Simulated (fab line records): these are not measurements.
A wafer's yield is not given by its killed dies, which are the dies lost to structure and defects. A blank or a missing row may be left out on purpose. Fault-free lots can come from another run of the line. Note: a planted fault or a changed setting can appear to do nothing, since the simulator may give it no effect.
fab line records	flow n5_finfet	part 1 of 2: steps 1 to 25 of 35
[record] lots = 5	wafers = 15	last_day = 17
route steps=1938 shown BEOL_M9@1451 BEOL_M10@1470
lots that met no fault: from a run of the same line without faults
start_h: start of the lot's first displayed wafer, in hours after the record's first day	wait_h: hours elapsed since this lot's preceding step	" same as the row above	L1.1+2: a single row standing in for several wafers	- either no value or no given start	* or withheld: withheld	< > ~ a bound
route shown NAME@n: names a module that has steps shown in the file, with the first one's number in the route	usual: the fault-free wafers' mean and standard deviation	same: alike in all rows	chamber/n: place in a boat	sites: readings site by site	_std_site: how widely they spread, as a standard deviation	_edge_site: outer sites' mean less inner sites'	radius_mm: how far each site lies from the wafer's centre	mask NAME#n: copy n	behind: the most recent tool/chamber to have shaped the wafer	hold: why the lot was held/for how many hours/how that ended	device: which transistor (n, p or np) failed to switch	end of line: at the end of the route, the tests of the same wafers	where a step has no rows: the recipe by itself	killed: the dies lost at the first sort to structure and to defects; this is not the yield of the wafer	map: the dies of a wafer, with x for killed, . for not killed, _ for no die there
set.NAME: the setting the step ran with; set.NAME@STEP: the setting that earlier step ran with	model.NAME: the simulator's own value behind a step, which no gauge read
lots seen at some steps along the route; tables by step, rows by wafer
services: a tool's chamber out of use, with start hour (start_h, from the record's first day; less than 0 if before it), hours out, and reason
[[steps]]
[step N5_BEOL_M9_SRD_40]
[recipe] time_s = 30	temp_c = 23	rinse_liquid = diw	dry = ipa_marangoni
lot.wafer	tool	chamber	start_h	wait_h
L075.1+3+4	wet_bench-04	1,4,6	218.00	0.0
L079.2+4+6	wet_bench-04	7,1,0	238.81	0.0
L078.1+2+3	wet_bench-01	3,5,6	241.17	0.0
L095.1+3+6	wet_bench-01	4,7,5	335.36	0.0
L097.1+2+5	wet_bench-01	1,0,6	347.27	0.0
[step N5_BEOL_M9_PRECLEAN_42]
[recipe] chemistry = residue_remover	time_s = 60	temp_c = 40
lot.wafer	tool	chamber	start_h	wait_h
L075.1+3+4	wet_bench-04	1,4,6	218.02	0.0
L079.2+4+6	wet_bench-04	7,1,0	238.83	0.0
L078.1+2+3	wet_bench-01	3,5,6	241.19	0.0
L095.1+3+6	wet_bench-01	4,7,5	335.38	0.0
L097.1+2+5	wet_bench-01	1,0,6	347.28	0.0
[step N5_BEOL_M9_SRD_43]
[recipe] time_s = 30	temp_c = 23	rinse_liquid = diw	dry = ipa_marangoni
lot.wafer	tool	chamber	start_h	wait_h
L075.1+3+4	wet_bench-04	1,4,6	218.04	0.0
L079.2+4+6	wet_bench-04	7,1,0	238.85	0.0
L078.1+2+3	wet_bench-01	3,5,6	241.21	0.0
L095.1+3+6	wet_bench-01	4,7,5	335.40	0.0
L097.1+2+5	wet_bench-01	1,0,6	347.30	0.0
[step N5_BEOL_M9_CD_MEAS_35]
[recipe] target_cd_nm = 70	target_cd_y_nm = 40	polarity = opening
[usual] cd_nm = 70.2/0.97
lot.wafer	tool	chamber	start_h	wait_h	cd_nm
L075.1	cd_sem-02	-	218.08	0.0	69.9
L075.3	"	-	"	"	69.5
L075.4	"	-	"	"	70.6
L079.2	cd_sem-02	-	238.89	0.0	72.3
L079.4	"	-	"	"	71.0
L079.6	"	-	"	"	70.5
L078.1	cd_sem-02	-	241.25	0.0	69.7
L078.2	"	-	"	"	70.6
L078.3	"	-	"	"	69.9
L095.1	cd_sem-02	-	335.44	0.0	71.3
L095.3	"	-	"	"	71.6
L095.6	"	-	"	"	71.1
L097.1	cd_sem-01	-	347.34	0.0	69.4
L097.2	"	-	"	"	69.3
L097.5	"	-	"	"	70.0
[step N5_BEOL_M9_CURE_72]
[recipe] temp_c = 370	time_s = 120	ambient = DMADMS/He	material = SiCOH_lowk
[usual] lamp_power_pct = 52.31/0.061	wafer_temp_C_max = 371.8/0.49
lot.wafer	tool	chamber	start_h	wait_h	lamp_power_pct	wafer_temp_C_max
L075.1	uv_cure-03	0	218.12	0.0	52.25	371.4
L075.3	"	0	"	"	52.29	371.3
L075.4	"	0	"	"	52.29	371.0
L079.2	uv_cure-02	1	238.98	0.1	52.31	371.7
L079.4	"	1	"	"	52.33	371.4
L079.6	"	1	"	"	52.31	371.6
L078.1	uv_cure-02	2	241.29	0.0	52.19	371.5
L078.2	"	2	"	"	52.28	370.7
L078.3	"	2	"	"	52.19	371.2
L095.1	uv_cure-01	2	335.48	0.0	52.29	372.2
L095.3	"	2	"	"	52.28	372.4
L095.6	"	2	"	"	52.28	372.8
L097.1	uv_cure-03	0	347.38	0.0	52.33	372.0
L097.2	"	0	"	"	52.29	371.1
L097.5	"	0	"	"	52.27	371.8
[step N5_BEOL_M9_DEGAS_44]
[recipe] ambient = vacuum	temp_c = 250	time_s = 60
[usual] heater_power_w = 326/32
lot.wafer	tool	chamber	start_h	wait_h	heater_power_w
L075.1	pvd_sputter-02	-	219.71	1.5	296
L075.3	"	-	"	"	348
L075.4	"	-	"	"	368
L079.2	pvd_sputter-01	-	240.89	1.9	274
L079.4	"	-	"	"	336
L079.6	"	-	"	"	351
L078.1	pvd_sputter-01	-	241.63	0.3	278
L078.2	"	-	"	"	352
L078.3	"	-	"	"	335
L095.1	pvd_sputter-02	-	336.10	0.5	352
L095.3	"	-	"	"	359
L095.6	"	-	"	"	346
L097.1	pvd_sputter-01	-	347.79	0.4	337
L097.2	"	-	"	"	334
L097.5	"	-	"	"	356
[step N5_BEOL_M9_PRE_CLEAN_45]
[recipe] gas = H2/He	time_s = 30	temp_c = 250
[usual] heater_power_w = 326/32
lot.wafer	tool	chamber	start_h	wait_h	heater_power_w
L075.1	pvd_sputter-02	-	219.75	0.0	302
L075.3	"	-	"	"	340
L075.4	"	-	"	"	368
L079.2	pvd_sputter-01	-	240.93	0.0	262
L079.4	"	-	"	"	329
L079.6	"	-	"	"	357
L078.1	pvd_sputter-01	-	241.67	0.0	269
L078.2	"	-	"	"	354
L078.3	"	-	"	"	339
L095.1	pvd_sputter-02	-	336.14	0.0	347
L095.3	"	-	"	"	357
L095.6	"	-	"	"	335
L097.1	pvd_sputter-01	-	347.83	0.0	336
L097.2	"	-	"	"	335
L097.5	"	-	"	"	356
[step N5_BEOL_M9_ALD_74]
[recipe] material = TaN	target_thk_a = 20	temp_c = 275	ald_precursor_family = PDMAT	ald_co_reactant = NH3	pressure_torr = 3	carrier_flow_sccm = 1500	pulse_time_s = 2	purge_time_s = 3	co_reactant_purge_time_s = 2	co_reactant_pulse_time_s = 3	ald_cycles = 40	precursor_vessel_temp_c = 75	precursor_vessel_pressure_torr = 26.25	precursor_vessel_carrier_sccm = 1000
[usual] heater_power_w = 428/44	precursor_vessel_pressure_torr = 26.25/0.051
[same] co_reactant_purge_time_s = 2
lot.wafer	tool	chamber	start_h	wait_h	heater_power_w	precursor_vessel_pressure_torr
L075.1	ald_metal-03	3	219.99	0.2	434	26.27
L075.3	"	2	"	"	419	26.22
L075.4	"	0	"	"	478	26.25
L079.2	ald_metal-04	2	240.99	0.0	388	26.20
L079.4	"	3	"	"	478	26.28
L079.6	"	0	"	"	457	26.22
L078.1	ald_metal-03	2	241.73	0.0	406	26.22
L078.2	"	0	"	"	471	26.35
L078.3	"	3	"	"	433	26.26
L095.1	ald_metal-01	1	336.20	0.0	394	26.22
L095.3	"	0	"	"	502	26.18
L095.6	"	3	"	"	442	26.27
L097.1	ald_metal-04	1	347.89	0.0	376	26.28
L097.2	"	0	"	"	465	26.24
L097.5	"	0	"	"	455	26.34
[step N5_BEOL_M9_SURFACE_TREAT_79]
[recipe] gas = Ar	time_s = *	ion_energy_ev = *	ion_current_ma_cm2 = 0.5	pressure_mtorr = *	ar_flow_sccm = 30
[usual] throttle_valve_pct = *
lot.wafer	tool	chamber	start_h	wait_h	throttle_valve_pct
L075.1	pvd_sputter-01	-	220.30	0.2	*
L075.3	"	-	"	"	*
L075.4	"	-	"	"	*
L079.2	pvd_sputter-01	-	241.31	0.2	*
L079.4	"	-	"	"	*
L079.6	"	-	"	"	*
L078.1	pvd_sputter-03	-	242.08	0.2	*
L078.2	"	-	"	"	*
L078.3	"	-	"	"	*
L095.1	pvd_sputter-01	-	336.52	0.2	*
L095.3	"	-	"	"	*
L095.6	"	-	"	"	*
L097.1	pvd_sputter-01	-	348.38	0.4	*
L097.2	"	-	"	"	*
L097.5	"	-	"	"	*
[step N5_BEOL_M9_CVD_78]
[recipe] material = Co	target_thk_a = 20	temp_c = withheld	precursor = CCTBA/H2	pressure_torr = 30	time_s = 138.9
lot.wafer	tool	chamber	start_h	wait_h
L075.1+3+4	cvd_co-02	2,1,0	220.45	0.1
L079.2+4+6	cvd_co-01	1,1,0	241.37	0.0
L078.1+2+3	cvd_co-02	1,0,2	242.14	0.0
L095.1+3+6	cvd_co-01	2,0,2	336.60	0.1
L097.1+2+5	cvd_co-02	1,2,2	348.52	0.1
[step N5_BEOL_M9_SPUTTER_48]
[recipe] material = Cu	target_thk_a = 120	temp_c = -20	bias_v = 60	power_w = 26000	chamber_pressure_pa = 0.13	time_s = 2
[usual] chuck_gas_flow_sccm = 1.27/0.053	substrate_temp_c = -20.00/0.098	throttle_valve_pct = 29.5/0.93
lot.wafer	tool	chamber	start_h	wait_h	chuck_gas_flow_sccm	substrate_temp_c	throttle_valve_pct
L075.1	pvd_sputter-01	-	220.56	0.1	1.31	-20.01	27.7
L075.3	"	-	"	"	1.33	-19.95	29.9
L075.4	"	-	"	"	1.28	-19.98	29.8
L079.2	pvd_sputter-03	-	241.50	0.1	1.25	-20.10	30.2
L079.4	"	-	"	"	1.35	-20.11	28.8
L079.6	"	-	"	"	1.36	-20.02	29.0
L078.1	pvd_sputter-01	-	242.47	0.3	1.25	-20.04	29.4
L078.2	"	-	"	"	1.34	-20.05	29.8
L078.3	"	-	"	"	1.34	-20.05	29.5
L095.1	pvd_sputter-01	-	336.98	0.3	1.31	-19.79	29.8
L095.3	"	-	"	"	1.34	-20.07	29.4
L095.6	"	-	"	"	1.30	-19.93	29.1
L097.1	pvd_sputter-01	-	348.64	0.1	1.23	-19.89	29.8
L097.2	"	-	"	"	1.21	-20.22	29.3
L097.5	"	-	"	"	1.33	-19.84	27.5
[step N5_BEOL_M9_ECD_50]
[recipe] material = Cu	target_thk_a = 3180
lot.wafer	tool	chamber	start_h	wait_h
L075.1+3+4	ecd_cu-01	0,1,0	220.68	0.1
L079.2+4+6	ecd_cu-01	0,1,1	241.63	0.1
L078.1+2+3	ecd_cu-01	1,0,1	242.58	0.1
L095.1+3+6	ecd_cu-02	0	337.10	0.1
L097.1+2+5	ecd_cu-02	1,0,0	348.76	0.1
[step N5_BEOL_M9_ANNEAL_51]
[recipe] temp_c = 225	time_s = 90	ambient = N2
[usual] wafer_temp_C_max = 226.1/0.38
lot.wafer	tool	chamber	start_h	wait_h	wafer_temp_C_max
L075.1	rtp_anneal-02	0	221.80	1.1	225.6
L075.3	"	0	"	"	225.5
L075.4	"	0	"	"	225.5
L079.2	rtp_anneal-01	0	241.78	0.1	226.4
L079.4	"	0	"	"	226.1
L079.6	"	0	"	"	226.1
L078.1	rtp_anneal-02	0	242.69	0.1	225.7
L078.2	"	0	"	"	225.5
L078.3	"	0	"	"	225.9
L095.1	rtp_anneal-01	0	337.21	0.1	226.4
L095.3	"	0	"	"	226.5
L095.6	"	0	"	"	226.9
L097.1	rtp_anneal-01	0	349.08	0.3	226.6
L097.2	"	0	"	"	226.3
L097.5	"	0	"	"	226.2
[step N5_BEOL_M9_CMP_52]
[recipe] stop_on = SiCOH_lowk	t_overpolish_s = 7	down_force_psi = 1	platen_rpm = 50	clearing_platen_down_force_psi = 1.5	clearing_platen_rpm = 50	post_cmp_clean = cu_alkaline	target_thk_nm = 140	clearing_platen_pad_velocity_m_s = 0.99484	pad_velocity_m_s = 0.99484
[usual] barrier_field_endpoint_s = 29.8/1.1	edge_zone_pressure_frac = 1.000/0.0046	motor_current_A = 6.2/0.55	overpolish_run_s = 6.999/0.0097	time_to_endpoint_s = 69/5
lot.wafer	tool	chamber	start_h	wait_h	barrier_field_endpoint_s	edge_zone_pressure_frac	motor_current_A	overpolish_run_s	time_to_endpoint_s
L075.1	cmp-04	2	222.13	0.3	30.0	1.006	5.4	6.999	68
L075.4	"	3	"	"	28.1	1.001	7.1	7.011	61
L075.3	"	0	"	"	29.3	0.998	5.8	6.996	68
L079.4	cmp-04	3	242.11	0.2	28.5	0.998	7.4	7.003	62
L079.2	"	0	"	"	29.8	0.994	5.9	7.000	74
L079.6	"	1	"	"	29.4	1.001	6.1	6.998	69
L078.2	cmp-04	2	242.99	0.2	29.2	1.002	5.5	7.004	67
L078.3	"	3	"	"	27.5	0.993	7.3	7.009	60
L078.1	"	0	"	"	28.9	0.992	5.8	7.005	71
L095.3	cmp-01	0	337.54	0.2	27.5	0.999	6.2	6.994	61
L095.1	"	2	"	"	29.0	0.994	7.1	7.015	64
L095.6	"	3	"	"	31.0	0.994	6.2	6.998	75
L097.1	cmp-02	2	349.38	0.3	27.8	1.005	5.2	7.005	63
L097.2	"	0	"	"	28.9	1.006	6.4	6.999	72
L097.5	"	3	"	"	29.3	1.004	5.9	7.005	67
[step N5_BEOL_M9_THK_MEAS_53]
[recipe] thk_meas_gauge = xrf	reads = Cu_of_BEOL_M9_ECD_50
[usual] M9_THK = 142/5
lot.wafer	tool	chamber	start_h	wait_h	M9_THK[nm]
L075.1	film_metro-01	-	222.39	-	137
L075.3	"	-	"	"	144
L075.4	"	-	"	"	140
L079.2	film_metro-02	-	242.33	-	145
L079.4	"	-	"	"	137
L079.6	"	-	"	"	138
L078.1	film_metro-02	-	243.29	-	144
L078.2	"	-	"	"	152
L078.3	"	-	"	"	137
L095.1	film_metro-02	-	337.80	-	137
L095.3	"	-	"	"	142
L095.6	"	-	"	"	137
L097.1	film_metro-02	-	349.68	-	142
L097.2	"	-	"	"	136
L097.5	"	-	"	"	135
[step N5_BEOL_M9_PRE_CLEAN_55]
[recipe] gas = NH3	time_s = 15	temp_c = withheld	rf_power_w = 300
lot.wafer	tool	chamber	start_h	wait_h
L075.1+3+4	pecvd-02	1,0,1	222.43	0.0
L079.2+4+6	pecvd-02	1,2,0	242.37	0.0
L078.1+2+3	pecvd-01	1,0,2	243.32	0.0
L095.1+3+6	pecvd-02	0,2,0	337.84	0.0
L097.1+2+5	pecvd-03	2,0,0	349.71	0.0
[step N5_BEOL_M9_DEP_56]
[recipe] material = SiCN	target_thk_a = 150	temp_c = withheld	precursor = 3MS/NH3	pressure_torr = 3	rf_w = 202	time_s = 26.5
[usual] showerhead_plenum_p_Torr = 3.674/0.011	throttle_valve_pct = 9.0/0.47
lot.wafer	tool	chamber	start_h	wait_h	showerhead_plenum_p_Torr	throttle_valve_pct
L075.1	pecvd-02	1	222.45	0.0	3.651	9.6
L075.3	"	0	"	"	3.685	8.4
L075.4	"	1	"	"	3.671	9.8
L079.2	pecvd-02	1	242.39	0.0	3.659	9.6
L079.4	"	2	"	"	3.684	8.9
L079.6	"	0	"	"	3.683	8.3
L078.1	pecvd-01	1	243.35	0.0	3.657	8.9
L078.2	"	0	"	"	3.666	8.8
L078.3	"	2	"	"	3.684	8.7
L095.1	pecvd-02	0	337.87	0.0	3.688	8.3
L095.3	"	2	"	"	3.679	9.2
L095.6	"	0	"	"	3.695	8.5
L097.1	pecvd-03	2	349.74	0.0	3.665	8.2
L097.2	"	0	"	"	3.678	9.2
L097.5	"	0	"	"	3.669	9.3
[step N5_BEOL_M9_RS_MEAS_57]
[recipe] thk_meas_gauge = four-point-probe	reads = Cu_of_BEOL_M9_ECD_50+Co_of_BEOL_M9_CVD_78+TaN_of_BEOL_M9_ALD_74
[usual] M9_RS = 0.152/0.0057
lot.wafer	tool	chamber	start_h	wait_h	M9_RS[ohm/sq]
L075.1	film_metro-01	-	222.52	0.1	0.158
L075.3	"	-	"	"	0.150
L075.4	"	-	"	"	0.155
L079.2	film_metro-01	-	242.47	0.1	0.149
L079.4	"	-	"	"	0.157
L079.6	"	-	"	"	0.156
L078.1	film_metro-01	-	243.42	0.1	0.151
L078.2	"	-	"	"	0.142
L078.3	"	-	"	"	0.159
L095.1	film_metro-01	-	337.97	0.1	0.157
L095.3	"	-	"	"	0.151
L095.6	"	-	"	"	0.156
L097.1	film_metro-02	-	349.81	0.1	0.151
L097.2	"	-	"	"	0.157
L097.5	"	-	"	"	0.159
[step N5_BEOL_M9_INSPECT_58]
[recipe] inspect_instrument = darkfield	mode = post_dep
[usual] raw_defect_count = 68/25
lot.wafer	tool	chamber	start_h	wait_h	raw_defect_count
L075.1	defect_inspect-02	-	222.55	0.0	74
L075.3	"	-	"	"	47
L075.4	"	-	"	"	47
L079.2	defect_inspect-02	-	242.49	0.0	55
L079.4	"	-	"	"	62
L079.6	"	-	"	"	40
L078.1	defect_inspect-02	-	243.45	0.0	115
L078.2	"	-	"	"	109
L078.3	"	-	"	"	99
L095.1	defect_inspect-02	-	337.99	0.0	71
L095.3	"	-	"	"	117
L095.6	"	-	"	"	75
L097.1	defect_inspect-02	-	349.84	0.0	94
L097.2	"	-	"	"	41
L097.5	"	-	"	"	39
[step N5_BEOL_M10_ILD_DEP_00]
[recipe] material = SiCOH_lowk	target_thk_a = 3085.1	temp_c = 300	precursor = DEMS/porogen	pressure_torr = 5	rf_w = 500	time_s = 58
[usual] heater_power_w = 303/52	showerhead_plenum_p_Torr = 5.744/0.017	throttle_valve_pct = 13.8/0.62
lot.wafer	tool	chamber	start_h	wait_h	heater_power_w	showerhead_plenum_p_Torr	throttle_valve_pct
L075.1	pecvd-01	1	222.59	0.0	283	5.738	12.9
L075.3	"	0	"	"	341	5.742	13.8
L075.4	"	0	"	"	342	5.722	13.7
L079.2	pecvd-01	0	242.53	0.0	328	5.742	13.4
L079.4	"	1	"	"	267	5.727	13.6
L079.6	"	0	"	"	323	5.740	13.7
L078.1	pecvd-02	0	243.48	0.0	310	5.766	13.4
L078.2	"	2	"	"	228	5.749	13.5
L078.3	"	1	"	"	288	5.737	14.5
L095.1	pecvd-02	0	338.03	0.0	296	5.755	13.1
L095.3	"	2	"	"	260	5.769	13.8
L095.6	"	0	"	"	315	5.747	13.1
L097.1	pecvd-04	0	349.87	0.0	486	5.738	14.0
L097.2	"	2	"	"	352	5.714	15.3
L097.5	"	2	"	"	296	5.744	15.4
[step N5_BEOL_M10_CURE_71]
[recipe] temp_c = 385	time_s = 240	ambient = He/Ar	material = SiCOH_lowk
[usual] lamp_power_pct = 52.31/0.055	wafer_temp_C_max = 387.1/0.62
lot.wafer	tool	chamber	start_h	wait_h	lamp_power_pct	wafer_temp_C_max
L075.1	uv_cure-02	2	222.67	0.0	52.35	386.4
L075.3	"	2	"	"	52.32	386.5
L075.4	"	2	"	"	52.35	386.4
L079.2	uv_cure-01	0	242.69	0.1	52.33	386.5
L079.4	"	0	"	"	52.33	386.8
L079.6	"	0	"	"	52.25	386.2
L078.1	uv_cure-02	0	243.56	0.0	52.43	387.0
L078.2	"	0	"	"	52.30	387.1
L078.3	"	0	"	"	52.37	387.9
L095.1	uv_cure-03	0	338.14	0.1	52.36	386.4
L095.3	"	0	"	"	52.41	386.8
L095.6	"	0	"	"	52.31	386.6
L097.1	uv_cure-03	2	350.14	0.2	52.27	388.4
L097.2	"	2	"	"	52.27	387.8
L097.5	"	2	"	"	52.29	387.7
[step N5_BEOL_M10_THK_MEAS_01]
[recipe] reads = SiCOH_lowk_of_BEOL_M10_ILD_DEP_00
[usual] M10_ILD_THK = 268/3.6
lot.wafer	tool	chamber	start_h	wait_h	M10_ILD_THK[nm]
L075.1	film_metro-02	-	223.18	0.4	269
L075.3	"	-	"	"	265
L075.4	"	-	"	"	267
L079.2	film_metro-01	-	243.12	0.4	263
L079.4	"	-	"	"	273
L079.6	"	-	"	"	267
L078.1	film_metro-01	-	244.08	0.4	267
L078.2	"	-	"	"	267
L078.3	"	-	"	"	270
L095.1	film_metro-02	-	338.65	0.4	267
L095.3	"	-	"	"	270
L095.6	"	-	"	"	269
L097.1	film_metro-02	-	350.66	0.4	269
L097.2	"	-	"	"	260
L097.5	"	-	"	"	267
[step N5_BEOL_M10_PECVD_70]
[recipe] material = SiO2	target_thk_a = 200	temp_c = 400	precursor = TEOS/O2	pressure_torr = 5.5	rf_w = 450	teos_flow_sccm = 53.8	gas = O2	flow_sccm = 3000	time_s = 22.7
[usual] heater_power_w = 701/99	showerhead_plenum_p_Torr = 8.79/0.071	throttle_valve_pct = 22.3/1
lot.wafer	tool	chamber	start_h	wait_h	heater_power_w	showerhead_plenum_p_Torr	throttle_valve_pct
L075.1	pecvd-01	1	223.22	0.0	711	8.77	21.9
L075.3	"	0	"	"	668	8.81	22.0
L075.4	"	2	"	"	628	8.87	21.5
L079.2	pecvd-01	2	243.16	0.0	689	8.85	21.3
L079.4	"	1	"	"	639	8.75	21.8
L079.6	"	2	"	"	692	8.85	21.5
L078.1	pecvd-01	1	244.11	0.0	709	8.76	21.6
L078.2	"	0	"	"	699	8.79	22.1
L078.3	"	2	"	"	655	8.83	21.3
L095.1	pecvd-04	2	338.69	0.0	698	8.73	25.2
L095.3	"	0	"	"	1042	8.76	22.1
L095.6	"	2	"	"	690	8.75	25.3
L097.1	pecvd-01	2	350.69	0.0	676	8.85	21.8
L097.2	"	0	"	"	712	8.80	22.2
L097.5	"	1	"	"	655	8.73	21.6
[step N5_BEOL_M10_HM_DEP_02]
[recipe] material = TiN	target_thk_a = 200	temp_c = 25	chamber_pressure_pa = 0.49996
[usual] substrate_temp_c = 25.00/0.11	throttle_valve_pct = 29.6/0.89
lot.wafer	tool	chamber	start_h	wait_h	substrate_temp_c	throttle_valve_pct
L075.1	pvd_sputter-02	-	223.77	0.5	25.12	29.3
L075.3	"	-	"	"	25.09	30.8
L075.4	"	-	"	"	25.24	28.9
L079.2	pvd_sputter-03	-	244.44	1.3	24.99	30.4
L079.4	"	-	"	"	25.03	29.1
L079.6	"	-	"	"	24.93	29.7
L078.1	pvd_sputter-01	-	244.89	0.8	24.93	29.1
L078.2	"	-	"	"	24.86	29.5
L078.3	"	-	"	"	24.97	27.3
L095.1	pvd_sputter-01	-	338.75	0.0	24.83	29.9
L095.3	"	-	"	"	25.05	29.1
L095.6	"	-	"	"	25.14	29.7
L097.1	pvd_sputter-03	-	351.96	1.3	24.97	30.5
L097.2	"	-	"	"	24.87	30.1
L097.5	"	-	"	"	25.01	28.8
[step N5_BEOL_M10_COAT_59]
[recipe] resist = SOC	temp_c = 250	time_s = 60	spin_rpm = 1500	resist_thk_nm = 100
[usual] chill_plate_temp_C = 23.00/0.11
lot.wafer	tool	chamber	start_h	wait_h	chill_plate_temp_C
L075.1	litho_track-02	0	223.90	0.1	23.15
L075.3	"	0	"	"	23.06
L075.4	"	0	"	"	23.08
L079.2	litho_track-01	0	244.56	0.1	23.12
L079.4	"	0	"	"	23.00
L079.6	"	0	"	"	22.98
L078.1	litho_track-03	0	245.01	0.1	23.05
L078.2	"	0	"	"	23.04
L078.3	"	0	"	"	23.02
L095.1	litho_track-02	0	338.87	0.1	22.99
L095.3	"	0	"	"	23.06
L095.6	"	0	"	"	23.07
L097.1	litho_track-02	0	352.09	0.1	22.94
L097.2	"	0	"	"	22.87
L097.5	"	0	"	"	23.11
